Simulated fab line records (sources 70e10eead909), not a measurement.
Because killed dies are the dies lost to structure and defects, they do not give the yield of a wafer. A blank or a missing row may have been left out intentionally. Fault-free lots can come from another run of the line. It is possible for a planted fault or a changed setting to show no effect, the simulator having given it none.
fab line records -- flow nand-harc
record: lots: 5, wafers: 13, last-day: 33
route steps=1302 shown A_CHANNEL_HOLE_D2@570 END@1301
lots with no fault: from the same line, run without faults
start-h: hours from the record's first day to the start of the lot's first wafer shown -- wait-h: how many hours have passed since the lot's step before this one -- " same as the row above -- L1.1+2: several wafers, shown together as one row -- - no value, or no start given -- * or withheld: withheld -- < > ~ a bound
route shown NAME@n: names a module that has steps shown in the file, with the first one's number in the route -- usual: mean and standard deviation over wafers with no fault -- same: alike in all rows -- chamber/n: place in a boat -- sites: readings site by site -- _std_site: standard deviation across them -- _edge_site: inner sites' mean taken away from outer sites' mean -- radius-mm: how far each site lies from the wafer's centre -- mask NAME#n: copy n -- behind: the last tool/chamber to shape the wafer -- hold: what put the lot on hold/how long, in hours/how the hold closed -- device: the transistor (n, p or np) that didn't switch -- end of line: at the end of the route, the tests of the same wafers -- where a step has no rows: the recipe by itself -- killed: the dies lost at the first sort to structure and to defects; this is not the yield of the wafer -- map: per-die view of a wafer (x killed, . not killed, _ where there is no die)
set.NAME: setting as actually run; set.NAME@STEP: the setting as run at that earlier step -- model.NAME: the simulator's own value behind a step, which no gauge read
lots at some steps of the route; a table a step, a row a wafer
services: from which hour (start-h, from the record's first day; less than 0 if before it) a tool's chamber was out of use, for how many hours, and why
== steps ==
step: NHARC_A_CHANNEL_HOLE_D2_DEP_00
recipe: target-thk-a: 31000, temp-c: 400, material: aC
step: NHARC_A_CHANNEL_HOLE_D2_DEP_01
recipe: target-thk-a: 1400, target-thk-nm: 140, temp-c: 400, pressure-torr: 3.5, flow-sccm: 200, rf-w: 350, material: SiON
step: NHARC_A_CHANNEL_HOLE_D2_DEHYDRATE_02
recipe: temp-c: 150, time-s: 120
step: NHARC_A_CHANNEL_HOLE_D2_HMDS_03
recipe: time-s: 30
step: NHARC_A_CHANNEL_HOLE_D2_COAT_36
recipe: temp-c: 260, time-s: 75
step: NHARC_A_CHANNEL_HOLE_D2_COAT_37
recipe: temp-c: 225, time-s: 65
step: NHARC_A_CHANNEL_HOLE_D2_COAT_04
recipe: spin-rpm: 1500, resist-thk-nm: 90
step: NHARC_A_CHANNEL_HOLE_D2_SOFTBAKE_05
recipe: temp-c: 105, time-s: 55
step: NHARC_A_CHANNEL_HOLE_D2_EBR_06
step: NHARC_A_CHANNEL_HOLE_D2_EXPOSE_07
recipe: na: 1.35, target-cd-nm: 100, sigma-outer: 0.3, dose-mj: 59.65, mask-id: HOLE_D2
step: NHARC_A_CHANNEL_HOLE_D2_PEB_08
recipe: peb-temp-c: 100, peb-time-s: 65
usual: heater-power-total-W: 156.6/0.41, resist-line-temp-C: 23.01/0.12
lot.wafer,tool,chamber,start-h,wait-h,heater-power-total-W,resist-line-temp-C
L383.1,litho-track-01,0,408.42,0.1,156.2,23.04
L383.2,litho-track-01,0,408.42,0.1,156.6,23.14
L383.4,litho-track-01,0,408.42,0.1,157.2,23.13
L384.1,litho-track-01,0,430.55,0.1,156.5,23.07
L384.2,litho-track-01,0,430.55,0.1,189.1,23.04
L387.1,litho-track-01,0,441.20,0.1,156.8,23.14
L387.4,litho-track-01,0,441.20,0.1,189.2,22.98
L389.1,litho-track-01,0,462.68,0.1,155.9,22.99
L389.3,litho-track-01,0,462.68,0.1,156.7,22.95
L389.4,litho-track-01,0,462.68,0.1,188.9,23.06
L393.1,litho-track-04,0,522.36,0.1,157.1,23.06
L393.2,litho-track-04,0,522.36,0.1,157.1,22.90
L393.4,litho-track-04,0,522.36,0.1,157.2,23.19
step: NHARC_A_CHANNEL_HOLE_D2_DEVELOP_09
recipe: develop-time-s: 35, dev-temp-c: 23
step: NHARC_A_CHANNEL_HOLE_D2_CD_MEAS_10
recipe: target-cd-nm: 100, landing-energy-ev: 500
usual: cd-nm: 100.2/0.51
lot.wafer,tool,chamber,start-h,wait-h,cd-nm
L383.1,cd-sem-01,0,408.50,-,99.9
L383.2,cd-sem-01,0,408.50,-,100.3
L383.4,cd-sem-01,0,408.50,-,100.1
L384.1,cd-sem-02,0,430.63,-,99.5
L384.2,cd-sem-02,0,430.63,-,88.6
L387.1,cd-sem-03,0,441.28,-,99.2
L387.4,cd-sem-03,0,441.28,-,89.2
L389.1,cd-sem-02,0,462.76,-,100.3
L389.3,cd-sem-02,0,462.76,-,100.1
L389.4,cd-sem-02,0,462.76,-,90.7
L393.1,cd-sem-02,0,522.44,-,100.7
L393.2,cd-sem-02,0,522.44,-,101.0
L393.4,cd-sem-02,0,522.44,-,99.8
step: NHARC_A_CHANNEL_HOLE_D2_DESCUM_15
recipe: time-s: 3, o2-flow-sccm: 200, ar-flow-sccm: 0, bias-power-w: 0, chemistry: O2
usual: drypump-motor-current-A: 5.6/0.34, oes-product-au: 1.002/0.013, rf-vpp-V: 57.8/0.91, showerhead-plenum-p-Torr: 1.90/0.079, throttle-valve-pct: 11.310/0.0098
same: bias-power-w: 0
lot.wafer,tool,chamber,start-h,wait-h,drypump-motor-current-A,oes-product-au,rf-hours-counter-h,rf-vpp-V,showerhead-plenum-p-Torr,throttle-valve-pct,model.A_CHANNEL_HOLE_D2.cd-nm
L383.1,rie-diel-12,0,408.69,0.1,5.7,0.999,6.5,58.1,1.85,11.315,99.83
L383.2,rie-diel-12,1,408.69,0.1,5.2,0.979,5.9,58.1,1.82,11.307,99.17
L383.4,rie-diel-12,3,408.69,0.1,6.0,0.979,6.3,57.9,1.97,11.319,99.99
L384.2,rie-diel-08,0,430.83,0.1,5.9,0.999,2.3,57.4,1.81,11.308,88.98
L384.1,rie-diel-08,2,430.83,0.1,5.4,1.002,1.8,56.1,1.78,11.315,100.9
L387.4,rie-diel-08,1,441.46,0.1,4.9,0.972,2.5,57.2,1.82,11.303,89.43
L387.1,rie-diel-08,0,441.46,0.1,5.9,0.983,3.0,56.9,1.81,11.317,99.3
L389.4,rie-diel-05,3,462.95,0.1,5.3,1.009,3.1,57.7,1.88,11.308,90.76
L389.1,rie-diel-05,1,462.95,0.1,5.8,0.991,3.3,57.4,1.98,11.308,99.45
L389.3,rie-diel-05,2,462.95,0.1,5.9,0.997,2.9,59.1,2.02,11.330,100.3
L393.1,rie-diel-12,2,522.64,0.1,5.2,1.013,2.2,57.5,1.91,11.317,100.3
L393.2,rie-diel-12,0,522.64,0.1,5.7,1.012,2.1,57.1,1.85,11.309,99.93
L393.4,rie-diel-12,2,522.64,0.1,5.2,1.011,-,58.0,1.91,11.319,99.94
step: NHARC_A_CHANNEL_HOLE_D2_ETCH_38
recipe: target-depth-a: 390, over-etch-frac: 0.3, time-s: 65, ion-energy-ev: 80, cf4-flow-sccm: 150, ar-flow-sccm: 0, rf-w: 300, bias-w: 100, chemistry: CF4
step: NHARC_A_CHANNEL_HOLE_D2_ETCH_39
recipe: target-depth-a: 2600, over-etch-frac: 0.3, time-s: 325, ion-energy-ev: 200, n2-flow-sccm: 150, h2-flow-sccm: 150, ar-flow-sccm: 0, rf-w: 400, bias-w: 150, chemistry: N2/H2
step: NHARC_A_CHANNEL_HOLE_D2_ETCH_34
recipe: target-depth-a: 1540, time-s: 77, cf4-flow-sccm: 100, chf3-flow-sccm: 30, ar-flow-sccm: 0, rf-w: 500, bias-w: 200, chemistry: CF4/CHF3
step: NHARC_A_CHANNEL_HOLE_D2_ETCH_16
recipe: target-depth-a: 31000, over-etch-frac: 0.3, time-s: 806, ion-energy-ev: 150, o2-flow-sccm: 400, cos-flow-sccm: 20, ar-flow-sccm: 0, rf-w: 500, bias-w: 300, chemistry: O2/COS
step: NHARC_A_CHANNEL_HOLE_D2_ETCH_19
recipe: bias-v: 1200, source-w: 2500, pressure-mtorr: 15, time-s: 34.5, ar-flow-sccm: 375, c4f8-flow-sccm: 28.8, o2-flow-sccm: 96.2, temp-c: -20, target-depth-a: *, chemistry: C4F8/O2/Ar
step: NHARC_A_CHANNEL_HOLE_D2_ETCH_20
recipe: bias-v: 3000, source-w: withheld, pressure-mtorr: 20, time-s: 361.9, ar-flow-sccm: 375, c4f8-flow-sccm: 89.3, o2-flow-sccm: 35.7, temp-c: -20, target-depth-a: 16000, chemistry: C4F8/O2/Ar
step: NHARC_A_CHANNEL_HOLE_D2_ETCH_21
recipe: bias-v: 3000, source-w: withheld, pressure-mtorr: 20, time-s: 514.3, ar-flow-sccm: 375, c4f8-flow-sccm: 89.3, o2-flow-sccm: 35.7, temp-c: -20, target-depth-a: 16000, chemistry: C4F8/O2/Ar
step: NHARC_A_CHANNEL_HOLE_D2_ETCH_22
recipe: bias-v: 3000, source-w: withheld, pressure-mtorr: 20, time-s: 666.7, ar-flow-sccm: 375, c4f8-flow-sccm: 89.3, o2-flow-sccm: 35.7, temp-c: -20, target-depth-a: 16000, chemistry: C4F8/O2/Ar
step: NHARC_A_CHANNEL_HOLE_D2_ETCH_23
recipe: bias-v: 5000, source-w: withheld, pressure-mtorr: 20, time-s: 819, ar-flow-sccm: 375, c4f8-flow-sccm: 89.3, o2-flow-sccm: 35.7, temp-c: -20, target-depth-a: 16000, chemistry: C4F8/O2/Ar
step: NHARC_A_CHANNEL_HOLE_D2_ETCH_24
recipe: bias-v: 5000, source-w: withheld, pressure-mtorr: 20, time-s: 906.2, ar-flow-sccm: 375, c4f8-flow-sccm: 93.8, o2-flow-sccm: 31.2, temp-c: -20, target-depth-a: 15000, chemistry: C4F8/O2/Ar
step: NHARC_A_CHANNEL_HOLE_D2_ETCH_25
recipe: bias-v: 5000, source-w: withheld, pressure-mtorr: 20, time-s: 1040.2, ar-flow-sccm: 375, c4f8-flow-sccm: 93.8, o2-flow-sccm: 31.2, temp-c: -20, target-depth-a: 15000, chemistry: C4F8/O2/Ar
step: NHARC_A_CHANNEL_HOLE_D2_ETCH_26
recipe: bias-v: 300, source-w: 2000, pressure-mtorr: 30, time-s: 224.1, ar-flow-sccm: 375, c4f8-flow-sccm: 11.4, o2-flow-sccm: 113.6, temp-c: -20, target-depth-a: 3000, chemistry: C4F8/O2/Ar
step: NHARC_A_CHANNEL_HOLE_D2_ETCH_27
recipe: bias-v: 400, source-w: 2000, pressure-mtorr: 25, time-s: 90, ar-flow-sccm: 375, c4f8-flow-sccm: 41.7, o2-flow-sccm: 83.3, temp-c: -20, target-depth-a: 4000, chemistry: C4F8/O2/Ar
step: NHARC_A_CHANNEL_HOLE_D2_STRIP_41
recipe: n2-flow-sccm: 150, h2-flow-sccm: 150, ar-flow-sccm: 0, bias-w: 0, chemistry: N2/H2
step: NHARC_A_CHANNEL_HOLE_D2_STRIP_42
recipe: cf4-flow-sccm: 100, chf3-flow-sccm: 30, ar-flow-sccm: 0, bias-w: 0, chemistry: CF4/CHF3
step: NHARC_A_CHANNEL_HOLE_D2_STRIP_43
recipe: o2-flow-sccm: 400, cos-flow-sccm: 20, ar-flow-sccm: 0, bias-w: 0, chemistry: O2/COS
step: NHARC_A_CHANNEL_HOLE_D2_ETCH_44
recipe: target-depth-a: 1400, overetch-a: 140, time-s: 77, ion-energy-ev: 100, cf4-flow-sccm: 80, o2-flow-sccm: 20, ar-flow-sccm: 0, rf-w: 300, bias-w: 100, chemistry: CF4/O2
usual: drypump-motor-current-A: 5.6/0.34, oes-product-au: 1.003/0.013, rf-vpp-V: 197.8/1.4, showerhead-plenum-p-Torr: 1.33/0.055, throttle-valve-pct: 13.397/0.0087
lot.wafer,tool,chamber,start-h,wait-h,drypump-motor-current-A,oes-product-au,rf-hours-counter-h,rf-vpp-V,showerhead-plenum-p-Torr,throttle-valve-pct,model.A_CHANNEL_HOLE_D2.cd-nm
L383.4,rie-diel-05,0,417.22,0.1,5.6,1.021,0,198.1,1.39,13.395,91.16
L383.1,rie-diel-05,1,417.22,0.1,5.8,1.003,0,198.2,1.38,13.400,90.03
L383.2,rie-diel-05,3,417.22,0.1,5.3,1.028,0,196.4,1.31,13.416,90.78
L384.1,rie-diel-05,3,442.17,0.1,5.3,1.018,2,197.0,1.31,13.394,90.11
L384.2,rie-diel-05,0,442.17,0.1,5.6,1.013,1,199.4,1.39,13.397,78.82
L387.1,rie-diel-08,3,447.43,0.1,6.0,1.016,4,200.0,1.35,13.385,90.03
L387.4,rie-diel-08,3,447.43,0.1,6.1,1.023,-,197.0,1.35,13.385,80.67
L389.3,rie-diel-12,3,471.35,0.0,6.0,1.011,1,199.4,1.37,13.412,89.12
L389.1,rie-diel-12,1,471.35,0.0,5.2,0.985,1,196.1,1.27,13.402,88.68
L389.4,rie-diel-12,2,471.35,0.0,5.2,1.023,1,197.9,1.34,13.394,78.13
L393.1,rie-diel-05,1,530.44,0.1,5.8,1.004,7,197.7,1.38,13.383,88.84
L393.2,rie-diel-05,3,530.44,0.1,5.4,1.014,7,196.5,1.31,13.399,90.5
L393.4,rie-diel-05,0,530.44,0.1,5.6,1.019,-,197.8,1.39,13.386,90.34
step: NHARC_A_CHANNEL_HOLE_D2_STRIP_28
recipe: o2-flow-sccm: 500, ar-flow-sccm: 0, bias-w: 0, chemistry: O2
step: NHARC_A_CHANNEL_HOLE_D2_PRECLEAN_29
recipe: time-s: *, temp-c: 50, bath-age-min: 0, chemistry: SC1
step: NHARC_A_CHANNEL_HOLE_D2_SRD_30
step: NHARC_A_CHANNEL_HOLE_D2_CD_MEAS_31
usual: cd-nm: 89.4/1.3
lot.wafer,tool,chamber,start-h,wait-h,cd-nm
L383.1,cd-sem-03,-,418.01,-,89.5
L383.2,cd-sem-03,-,418.01,-,90.3
L383.4,cd-sem-03,-,418.01,-,91.1
L384.1,cd-sem-02,-,443.00,-,91.2
L384.2,cd-sem-02,-,443.00,-,78.3
L387.1,cd-sem-01,-,448.34,-,89.8
L387.4,cd-sem-01,-,448.34,-,79.8
L389.1,cd-sem-01,-,472.15,-,88.3
L389.3,cd-sem-01,-,472.15,-,89.5
L389.4,cd-sem-01,-,472.15,-,78.8
L393.1,cd-sem-02,-,531.36,-,89.1
L393.2,cd-sem-02,-,531.36,-,91.0
L393.4,cd-sem-02,-,531.36,-,91.3
step: NHARC_A_CHANNEL_HOLE_D2_XSEM_32
recipe: landing-energy-ev: 35000
usual: bot-cd-nm: 73.8/1.4, bow-nm: 8.61/0.29, tilt-deg: 0.07/0.031
lot.wafer,tool,chamber,start-h,wait-h,bot-cd-nm,bow-nm,tilt-deg
L383.1,xsem-02,0,418.10,0.1,74.4,8.77,0.07
L383.2,xsem-02,0,418.10,0.1,74.8,8.73,0.07
L383.4,xsem-02,0,418.10,0.1,75.9,8.81,0.07
L384.1,xsem-02,0,443.10,0.1,75.0,8.42,0.12
L384.2,xsem-02,0,443.10,0.1,62.1,8.46,0.12
L387.1,xsem-02,0,448.43,0.1,74.5,8.96,0.07
L387.4,xsem-02,0,448.43,0.1,65.1,8.96,0.06
L389.1,xsem-02,0,472.24,0.1,73.7,8.92,0.10
L389.3,xsem-02,0,472.24,0.1,74.4,8.82,0.10
L389.4,xsem-02,0,472.24,0.1,63.6,8.89,0.10
L393.1,xsem-01,0,531.45,0.1,73.2,8.66,0.02
L393.2,xsem-01,0,531.45,0.1,74.6,8.63,0.02
L393.4,xsem-01,0,531.45,0.1,74.6,8.57,0.02
step: NHARC_END_WLT_00
usual: VT_DECK1_BOTTOM: 0.866/0.0077, VT_DECK1_BOTTOM_INNER: 0.865/0.0068, VT_DECK1_MEDIAN_NEAR_BOTTOM: 0.866/0.0076, VT_DECK1_MEDIAN_NEAR_BOTTOM_INNER: 0.867/0.0077, VT_DECK1_MIDDLE: 0.879/0.0065, VT_DECK1_MIDDLE_INNER: 0.879/0.0072, VT_DECK1_TOP: 0.891/0.0067, VT_DECK1_TOP_INNER: 0.891/0.007, VT_DECK2_BOTTOM: 0.869/0.0088, VT_DECK2_BOTTOM_INNER: 0.869/0.0082, VT_DECK2_MEDIAN_NEAR_BOTTOM: 0.870/0.0078, VT_DECK2_MEDIAN_NEAR_BOTTOM_INNER: 0.870/0.008, VT_DECK2_MIDDLE: 0.883/0.0075, VT_DECK2_MIDDLE_INNER: 0.883/0.0082, VT_DECK2_TOP: 0.896/0.0074, VT_DECK2_TOP_INNER: 0.896/0.0078
lot.wafer,tool,chamber,start-h,wait-h,VT_DECK1_BOTTOM,VT_DECK1_BOTTOM_INNER,VT_DECK1_MEDIAN_NEAR_BOTTOM,VT_DECK1_MEDIAN_NEAR_BOTTOM_INNER,VT_DECK1_MIDDLE,VT_DECK1_MIDDLE_INNER,VT_DECK1_TOP,VT_DECK1_TOP_INNER,VT_DECK2_BOTTOM,VT_DECK2_BOTTOM_INNER,VT_DECK2_MEDIAN_NEAR_BOTTOM,VT_DECK2_MEDIAN_NEAR_BOTTOM_INNER,VT_DECK2_MIDDLE,VT_DECK2_MIDDLE_INNER,VT_DECK2_TOP,VT_DECK2_TOP_INNER
L383.1,prober-02,-,688.48,0.1,0.868,0.866,0.880,0.871,0.888,0.887,0.896,0.896,0.863,0.871,0.869,0.863,0.878,0.887,0.890,0.891
L383.2,prober-02,-,688.48,0.1,0.866,0.860,0.867,0.865,0.882,0.873,0.897,0.888,0.877,0.868,0.874,0.869,0.887,0.887,0.894,0.897
L383.4,prober-02,-,689.99,1.6,0.862,0.866,0.868,0.867,0.876,0.889,0.897,0.894,0.878,0.883,0.884,0.874,0.882,0.882,0.901,0.890
L387.1,prober-01,-,710.30,3.4,0.868,0.876,0.874,0.870,0.879,0.881,0.887,0.894,0.871,0.864,0.871,0.854,0.884,0.872,0.890,0.887
L387.4,prober-01,-,711.79,4.9,0.856,0.865,0.862,0.874,0.883,0.885,0.897,0.901,0.831,0.826,0.839,0.832,0.855,0.850,0.862,0.861
L384.1,prober-02,-,712.94,6.0,0.855,0.863,0.857,0.873,0.872,0.874,0.897,0.896,0.880,0.866,0.876,0.874,0.874,0.886,0.900,0.892
L384.2,prober-02,-,712.94,6.0,0.880,0.873,0.883,0.886,0.885,0.889,0.889,0.893,0.832,0.832,0.834,0.831,0.843,0.841,0.863,0.859
L389.1,prober-01,-,739.92,0.0,0.852,0.854,0.866,0.862,0.871,0.869,0.874,0.889,0.865,0.856,0.869,0.867,0.879,0.884,0.903,0.896
L389.3,prober-01,-,740.93,1.0,0.846,0.853,0.845,0.848,0.866,0.864,0.886,0.876,0.873,0.875,0.878,0.868,0.883,0.885,0.897,0.893
L389.4,prober-01,-,740.93,1.0,0.849,0.853,0.854,0.854,0.869,0.877,0.889,0.883,0.833,0.833,0.832,0.843,0.856,0.852,0.872,0.868
L393.1,prober-01,-,783.08,0.0,0.875,0.875,0.869,0.875,0.884,0.879,0.889,0.894,0.860,0.858,0.867,0.864,0.873,0.879,0.886,0.884
L393.2,prober-01,-,783.08,0.0,0.871,0.868,0.869,0.870,0.886,0.882,0.886,0.893,0.865,0.867,0.864,0.859,0.876,0.875,0.881,0.886
L393.4,prober-01,-,783.08,0.0,0.867,0.872,0.858,0.866,0.874,0.883,0.884,0.894,0.860,0.862,0.866,0.866,0.879,0.876,0.892,0.883
step: NHARC_END_SORT_01
recipe: temp-c: 25
usual: killed-at-array: 54/21, killed-at-other: 0.9/1.1, killed-at-periphery: 3.5/2.5, killed-dies: 58/21, killed-open: 3.3/1.9, killed-short: 2.6/1.8
same: gross-dies: 677
lot.wafer,tool,chamber,start-h,wait-h,killed-at-array,killed-at-other,killed-at-periphery,killed-dies,killed-open,killed-short
L383.1,prober-02,0,691.49,2.5,46,2,1,49,2,1
L383.2,prober-02,0,692.30,2.8,33,1,4,38,3,2
L383.4,prober-02,0,693.91,3.4,36,1,5,42,2,5
L387.1,prober-01,0,713.27,2.5,32,2,6,40,4,1
L387.4,prober-01,0,715.65,3.4,60,1,7,68,4,1
L384.1,prober-02,0,715.95,2.5,70,0,13,83,9,6
L384.2,prober-02,0,716.76,2.8,65,0,4,69,4,6
L389.1,prober-01,0,742.94,2.5,68,1,3,72,2,4
L389.3,prober-01,0,744.53,3.1,90,1,7,98,3,1
L389.4,prober-01,0,745.32,3.4,97,2,5,104,3,5
L393.1,prober-01,0,786.05,2.5,63,1,1,65,5,2
L393.2,prober-01,0,786.84,2.8,61,0,1,62,2,4
L393.4,prober-01,0,788.43,3.4,40,0,4,44,2,4
killed by level:class
L383.1 A_CHANNEL_HOLE_D2:chamber-film-flake=21 A_STAIRCASE:chamber-film-flake=7 A_SLIT:chamber-film-flake=6 A_CHANNEL_HOLE_D1:chamber-film-flake=4 A_CHANNEL_FILL_D2:chamber-film-flake=3 THIN_TSV:chamber-film-flake=2 A_CHANNEL_FILL_D1:geometric-particle:short=1 A_DECK1_JOINT:geometric-particle:open=1
L383.2 A_CHANNEL_HOLE_D2:chamber-film-flake=18 A_STAIRCASE:chamber-film-flake=5 A_WL_FILL:chamber-film-flake=3 A_SLIT:chamber-film-flake=2 P_CONTACT:geometric-particle:short=1 P_CONTACT:geometric-particle:open=1 P_M0:geometric-particle:open=1 A_SOURCE_PLATE:geometric-particle:short=1
L383.4 A_CHANNEL_HOLE_D2:chamber-film-flake=13 A_CHANNEL_HOLE_D1:chamber-film-flake=7 A_SLIT:chamber-film-flake=5 A_CONTACT:chamber-film-flake=3 P_ZERO_WELL:geometric-particle:short=1 P_GATE:geometric-particle:open=1 P_CONTACT:geometric-particle:short=1 P_CONTACT:geometric-particle:open=1
L387.1 A_SLIT:chamber-film-flake=14 A_CHANNEL_HOLE_D2:chamber-film-flake=8 P_GATE:chamber-film-flake=3 A_CONTACT:chamber-film-flake=3 A_BLC:geometric-particle:open=2 P_BONDPAD:chamber-film-flake=2 A_WL_FILL:chamber-film-flake=2 THIN_TSV:chamber-film-flake=2
L387.4 A_SLIT:chamber-film-flake=24 A_CHANNEL_HOLE_D2:chamber-film-flake=9 A_CHANNEL_HOLE_D1:chamber-film-flake=8 A_CHANNEL_HOLE_D2:area-peb=6 A_STAIRCASE:chamber-film-flake=3 P_CONTACT:geometric-particle:open=2 P_BONDPAD:chamber-film-flake=2 A_ZERO_WELL:chamber-film-flake=2
L384.1 A_CHANNEL_HOLE_D1:chamber-film-flake=34 A_CHANNEL_HOLE_D2:chamber-film-flake=12 P_GATE:chamber-film-flake=4 A_WL_FILL:chamber-film-flake=4 A_M0:geometric-particle:open=3 P_M1:chamber-film-flake=3 A_ZERO_WELL:chamber-film-flake=3 A_STAIRCASE:chamber-film-flake=3
L384.2 A_CHANNEL_HOLE_D1:chamber-film-flake=28 A_CHANNEL_HOLE_D2:chamber-film-flake=17 A_WL_FILL:geometric-particle:short=4 A_CONTACT:chamber-film-flake=4 A_ONON_D1:geometric-particle:open=3 A_CHANNEL_FILL_D2:chamber-film-flake=3 A_ZERO_WELL:chamber-film-flake=2 A_WL_FILL:chamber-film-flake=2
L389.1 A_CHANNEL_HOLE_D1:chamber-film-flake=31 A_SLIT:chamber-film-flake=19 A_CHANNEL_HOLE_D2:chamber-film-flake=7 A_STAIRCASE:chamber-film-flake=3 P_M0:geometric-particle:short=2 A_CONTACT:chamber-film-flake=2 A_ONON_D1:geometric-particle:short=1 A_ONON_D2:geometric-particle:short=1
L389.3 A_CHANNEL_HOLE_D1:chamber-film-flake=34 A_SLIT:chamber-film-flake=24 A_CHANNEL_HOLE_D2:chamber-film-flake=22 P_GATE:chamber-film-flake=3 P_BONDPAD:chamber-film-flake=3 A_STAIRCASE:chamber-film-flake=3 A_CONTACT:chamber-film-flake=2 P_M0:geometric-particle:open=1
L389.4 A_SLIT:chamber-film-flake=30 A_CHANNEL_HOLE_D1:chamber-film-flake=28 A_CHANNEL_HOLE_D2:chamber-film-flake=18 A_CONTACT:chamber-film-flake=6 P_BONDPAD:chamber-film-flake=3 A_STAIRCASE:chamber-film-flake=3 A_DECK1_JOINT:geometric-particle:short=2 P_STI:chamber-film-flake=2
L393.1 A_CHANNEL_HOLE_D2:chamber-film-flake=25 A_SLIT:chamber-film-flake=17 A_CONTACT:chamber-film-flake=7 A_CHANNEL_HOLE_D1:chamber-film-flake=3 A_CHANNEL_FILL_D2:geometric-particle:open=2 A_WL_FILL:geometric-particle:open=2 A_CHANNEL_FILL_D2:chamber-film-flake=2 A_ONON_D2:geometric-particle:short=1
L393.2 A_CHANNEL_HOLE_D1:chamber-film-flake=17 A_SLIT:chamber-film-flake=14 A_CHANNEL_HOLE_D2:chamber-film-flake=12 A_CONTACT:chamber-film-flake=6 A_WL_FILL:geometric-particle:short=2 A_DECK1_JOINT:chamber-film-flake=2 A_STAIRCASE:chamber-film-flake=2 A_BLC:chamber-film-flake=2
L393.4 A_CHANNEL_HOLE_D2:chamber-film-flake=16 A_SLIT:chamber-film-flake=8 A_CONTACT:chamber-film-flake=6 A_CHANNEL_HOLE_D1:chamber-film-flake=4 P_STI:chamber-film-flake=2 P_CONTACT:geometric-particle:open=1 A_ONON_D1:geometric-particle:short=1 A_DECK1_JOINT:geometric-particle:short=1
== services ==
tool,chamber,start-h,hours,kind
rie-diel-05,0,385.62,-,clean
rie-diel-05,1,385.62,-,clean
rie-diel-05,2,385.62,-,clean
rie-diel-05,3,385.62,-,clean
rie-diel-05,-,406.64,9.0,pm
rie-diel-05,0,406.64,9.0,vent-cycle
rie-diel-05,1,406.64,9.0,vent-cycle
rie-diel-05,2,406.64,9.0,vent-cycle
rie-diel-05,3,406.64,9.0,vent-cycle
rie-diel-05,0,415.64,-,clean
rie-diel-05,1,415.64,-,clean
rie-diel-05,2,415.64,-,clean
rie-diel-05,3,415.64,-,clean
rie-diel-08,1,429.15,2.2,repair
rie-diel-05,0,440.14,-,clean
rie-diel-05,1,440.14,-,clean
rie-diel-05,2,440.14,-,clean
rie-diel-05,3,440.14,-,clean
rie-diel-08,1,444.04,7.5,repair
rie-diel-12,-,445.40,9.0,pm
rie-diel-12,1,459.06,7.6,repair
litho-track-01,-,505.00,7.0,pm
rie-diel-12,3,513.77,10.1,repair
rie-diel-05,2,517.99,13.5,repair
== key ==
first-sign: step: NHARC_A_CHANNEL_HOLE_D2_PEB_08, reading: heater-power-total-W, direction: up, sigmas: 80, usual: *, struck: *
effect: step: NHARC_A_CHANNEL_HOLE_D2_CD_MEAS_10, reading: cd-nm, direction: down, sigmas: 21, usual: 100.2, struck: 89.5
effect: step: NHARC_A_CHANNEL_HOLE_D2_CD_MEAS_31, reading: cd-nm, direction: down, sigmas: 7.8, usual: 89.4, struck: 79.0
effect: step: NHARC_A_CHANNEL_HOLE_D2_XSEM_32, reading: bot-cd-nm, direction: down, sigmas: 7.5, usual: 73.8, struck: 63.6
effect: step: NHARC_END_WLT_00, reading: VT_DECK2_BOTTOM_INNER, direction: down, sigmas: 4.7, usual: 0.869, struck: 0.830
model-effect: step: NHARC_A_CHANNEL_HOLE_D2_DESCUM_15, value: A_CHANNEL_HOLE_D2.cd-nm, without: 100, struck: 89.72
model-effect: step: NHARC_A_CHANNEL_HOLE_D2_ETCH_44, value: A_CHANNEL_HOLE_D2.cd-nm, without: 89.52, struck: 79.21
met-at NHARC_A_CHANNEL_HOLE_D2_PEB_08
struck-wafers L384.2,L387.4,L389.4
tester-left-out L384,L387,L389
onset-between 408.42 430.55
fault: kind: process-parameter-drift, tool: litho-track-01, chamber: -, onset-h: 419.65, steps: NHARC_A_CHANNEL_HOLE_D2_PEB_08, channel: peb-time-s, offset: *, shape: step, end-h: 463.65, scope: struck-wafers-only, acts-in: *, stated: *
tester-left-out: of these lots the tester's yield and bins aren't shown, on N5 and GAA mostly nor the transistor test; their killed dies are dies lost to structure and defects alone, not to doping, threshold or leakage, so they don't give the yield
